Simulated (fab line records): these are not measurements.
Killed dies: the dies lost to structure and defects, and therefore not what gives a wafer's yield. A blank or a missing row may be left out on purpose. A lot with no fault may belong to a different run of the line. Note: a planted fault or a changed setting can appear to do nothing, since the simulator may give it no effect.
Matching of chambers	flow nandHarc	4 sister chambers for NHARC_P_M0_CMP_23 on cmp-01
The step polishes, t overpolish 20 s, target thk 117.54 nm. 16 wafers are shown with their chamber, then 8 later ones without.

WAFERS PAIRED WITH THEIR CHAMBERS
wafer	chamber	motorCurrentA (A)	timeToEndpointS (s)
L074.2	1	12.5	33.8
L074.5	1	12.4	31.4
L074.6	2	13.6	31.8
L078.1	0	12.4	24.8
L078.2	1	12.5	28.0
L078.3	3	12.3	27.0
L081.1	0	13.3	27.4
L081.4	1	13.6	31.6
L081.5	2	13.4	31.2
L082.1	2	13.4	27.9
L082.2	1	12.4	31.3
L082.6	3	12.5	32.6
L083.2	1	13.0	27.1
L083.5	1	12.7	28.4
L083.6	0	12.4	22.4
L091.1	1	12.7	30.6

SIGNATURES (averages over the wafers above)
reading	chamber 0	chamber 1	chamber 2	chamber 3	scatter within a chamber
motorCurrentA	12.700	12.725	13.467	12.400	0.381
timeToEndpointS	24.867	30.275	30.300	29.800	2.46
Rule: distance of a wafer from a chamber = root of the sum over the readings of ((wafer's reading minus chamber's mean) / reading's scatter) squared. The wafer belongs to the nearest chamber; if the next one is less than 2 further off, it can't be placed. How the scatter is found: for the shown wafers, subtract from each reading the mean of its chamber, square and add these, divide the total by (wafers less chambers), then take the root.

WAFERS WITHOUT THEIR CHAMBER
wafer	motorCurrentA (A)	timeToEndpointS (s)
L091.4	13.7	31.7
L091.5	13.0	25.5
L096.1	13.0	32.2
L096.4	13.2	33.7
L096.6	13.5	30.9
L096.2	12.6	33.0
L096.3	12.9	30.5
L096.5	13.6	31.6

CHAMBER TAKEN BY EACH
wafer	from the rows above	in truth
L091.4	can't be placed: 2 or 1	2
L091.5	can't be placed: 0 or 1 or 2 or 3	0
L096.1	can't be placed: 1 or 2 or 3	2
L096.4	can't be placed: 2 or 1 or 3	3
L096.6	can't be placed: 2 or 1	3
L096.2	can't be placed: 1 or 3 or 2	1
L096.3	can't be placed: 1 or 3 or 2 or 0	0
L096.5	can't be placed: 2 or 1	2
0 of 8 placed correctly. Unplaceable from these rows: 8, with the true chamber sitting among the candidates in 7. 0 placed wrongly.
